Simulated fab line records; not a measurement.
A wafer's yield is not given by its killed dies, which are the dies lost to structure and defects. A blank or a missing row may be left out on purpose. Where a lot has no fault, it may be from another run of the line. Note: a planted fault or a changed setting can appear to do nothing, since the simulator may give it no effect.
Struck lot and sound lot, side by side    flow n5_finfet    15 out of 1938 route steps
Sound: wafers L483.1, L483.4, L483.5. Struck: wafer L495.5. (L495.2, L495.3 of the same lot were not struck and are left out.) The cause comes at the end.
Per side, at each step with rows, come the tool, then ch with its chambers, and then its first start. Under that, the readings that differ: sound wafers    struck wafers    difference of the means    sigmas: that difference in standard deviations of wafers without a fault.
alike: readings with means less than 2 such deviations apart, plus words and numbers identical on both sides. not compared: withheld readings, readings lacking a value on some wafer, bounds such as >300 that could conceal the same value, and numbers that have no deviation in the record and whose values overlap.
The two part at a step that has a row with sigmas, a row that says differs or no value, or rows on one side only. When numbers do not overlap yet have no deviation, they are printed without sigmas and do not part them. A reading missing from all wafers of one side parts the sides only when that side holds two or more wafers.

N5_HKMG_FIN_CD_MEAS_12 targets a cd of 92.8 nm.
  sound on cd_sem-01 ch 0, day 6 05:10; struck on cd_sem-01 ch 0, day 9 05:28
  alike: cd_nm
N5_HKMG_FIN_OVL_MEAS_13:
  sound on overlay-02 ch 0, day 6 05:12; struck on overlay-02 ch 0, day 9 05:30
  alike: NWFM_OVL
N5_HKMG_FIN_INSPECT_14: inspects for defects (macro).
  struck on defect_inspect-02, day 9 05:32; sound on defect_inspect-02, day 6 05:13
  alike: raw_defect_count
then, 1 step without rows for these wafers: N5_HKMG_FIN_DESCUM_17 (chemistry O2, time 7.9 s).
N5_HKMG_FIN_ETCH_31: etches SiARC in CF4, target depth 45.5 nm, time 75.8 s.
  sound on rie_diel-03 ch 1,3, day 6 05:17; struck on rie_diel-04 ch 2, day 9 05:35
  alike: cf4_flow_sccm, drypump_motor_current_A, etch_rf_on_time_s, oes_product_au, rf_vpp_V, showerhead_plenum_p_Torr, throttle_valve_pct
  not compared: rf_hours_counter_h
then, 2 steps without rows for these wafers: N5_HKMG_FIN_ETCH_32 (etches SOC in N2/H2, target depth 240 nm, time 300 s); N5_HKMG_FIN_STRIP_33 (strips in N2/H2).
N5_HKMG_FIN_STRIP_34: strips in CF4.
  sound on rie_diel-03 ch 1,3, day 6 05:32; struck on rie_diel-04 ch 2, day 9 05:50
  alike: cf4_flow_sccm, drypump_motor_current_A, oes_product_au, rf_vpp_V, showerhead_plenum_p_Torr, throttle_valve_pct
  not compared: rf_hours_counter_h
N5_HKMG_FIN_ETCH_35: etches SOC in N2/H2, target depth 215.8 nm, time 243.4 s.
  sound on rie_diel-03 ch 1,3, day 6 05:34; struck on rie_diel-04 ch 2, day 9 05:52
  alike: drypump_motor_current_A, oes_product_au, rf_vpp_V, showerhead_plenum_p_Torr, throttle_valve_pct
  not compared: rf_hours_counter_h
N5_HKMG_FIN_STRIP_92: strips SOC in N2/H2, time 20 s.
  sound on rie_diel-03 ch 1,3, day 6 05:43; struck on rie_diel-04 ch 2, day 9 06:01
reading                 sound           struck  difference  sigmas
throttle_valve_pct (%)  19.2 18.7 19.2  19.8    +0.8        +2
  alike: drypump_motor_current_A, oes_product_au, rf_vpp_V, showerhead_plenum_p_Torr
  not compared: rf_hours_counter_h
then, 1 step without rows for these wafers: N5_HKMG_FIN_WET_ETCH_18 (etches TiN in SC1, time 55 s, target depth 5.2 nm, rinse time 30 s).
N5_HKMG_FIN_STRIP_19: strips in N2/H2, time 360 s.
  sound on plasma_asher-01 ch 0,1, day 6 05:51; struck on plasma_asher-01 ch 1, day 9 06:09
  alike: drypump_motor_current_A, heater_power_w
  not compared: rf_hours_counter_h
N5_HKMG_FIN_ALD_91: deposits TiN, target thk 1 nm, pulse time 1 s, purge time 3 s.
  sound on ald_metal-01 ch 1,3, day 6 06:14; struck on ald_metal-01 ch 2, day 9 06:32
reading                       sound  struck  difference  sigmas
co_reactant_pulse_time_s (s)  2 2 2  1.8841  -0.1159     
  alike: chamber_pressure_Torr, heater_power_w, precursor_pulse_height_rel
then, 1 step without rows for these wafers: N5_HKMG_FIN_COAT_85 (time 60 s, resist thk 300 nm).
-- a jump in the record: the struck wafers' starts before and after are 9 days apart (it breaks off in module HKMG_FIN and resumes in module PASSIVATION, where the first step shown is number 1936 of the route) --
N5_PASSIVATION_PROBE_49:
  only the struck wafers here have rows in the record (prober-01, day 18 02:37); the sound ones have none

## WHERE THEY PART
First at N5_HKMG_FIN_STRIP_92; last, within this record, at N5_PASSIVATION_PROBE_49.

WHY: what the simulator had put in
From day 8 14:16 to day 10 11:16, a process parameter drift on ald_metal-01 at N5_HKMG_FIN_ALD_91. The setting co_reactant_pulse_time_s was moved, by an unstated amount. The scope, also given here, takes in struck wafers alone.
